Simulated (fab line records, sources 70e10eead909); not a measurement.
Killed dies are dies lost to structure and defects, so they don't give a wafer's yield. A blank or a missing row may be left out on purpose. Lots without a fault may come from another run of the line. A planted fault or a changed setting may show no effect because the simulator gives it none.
Chamber matching | flow nand_harc | NHARC_P_M0_DESCUM_14 on rie_diel-02: 4 sister chambers
The step chemistry O2, time 3 s. 8 wafers are shown with their chamber, then 7 later ones without.

WAFERS WITH THEIR CHAMBER
wafer  | chamber | showerhead_plenum_p_Torr (Torr) | throttle_valve_pct (%)
L082.3 | 1       | 1.82                            | 11.309
L082.1 | 0       | 1.76                            | 11.321
L082.5 | 0       | 1.77                            | 11.304
L084.1 | 3       | 1.92                            | 11.303
L084.5 | 2       | 2.04                            | 11.321
L084.6 | 3       | 1.92                            | 11.298
L087.2 | 2       | 2.04                            | 11.310
L087.3 | 1       | 1.82                            | 11.313

WAFERS WITHOUT THEIR CHAMBER
wafer  | showerhead_plenum_p_Torr (Torr) | throttle_valve_pct (%)
L087.4 | 2.07                            | 11.302
L087.1 | 1.92                            | 11.303
L087.5 | 2.07                            | 11.319
L087.6 | 1.82                            | 11.292
L086.1 | 1.82                            | 11.320
L086.3 | 2.04                            | 11.319
L086.5 | 2.07                            | 11.301

WHICH CHAMBER EACH WENT THROUGH
wafer  | from the rows above | in truth
L087.4 | 2                   | 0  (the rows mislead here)
L087.1 | 3                   | 3
L087.5 | 2                   | 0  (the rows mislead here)
L087.6 | 1                   | 1
L086.1 | 1                   | 1
L086.3 | 2                   | 2
L086.5 | 2                   | 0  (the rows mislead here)
Placed correctly: 4 of 7. Can't be placed from these rows: 0. Placed wrongly: 3.
How it was worked out, from the rows above alone: a wafer's distance from a chamber is the root of the sum, over the readings, of the square of ((its reading less the chamber's mean) divided by the reading's scatter). The wafer belongs to the nearest chamber; if the next one is less than 2 further off, it can't be placed. A chamber's mean is the mean of its shown wafers. The scatter: the root of (the sum of the squares of (reading less its chamber's mean) over the shown wafers, divided by (wafers less chambers)).
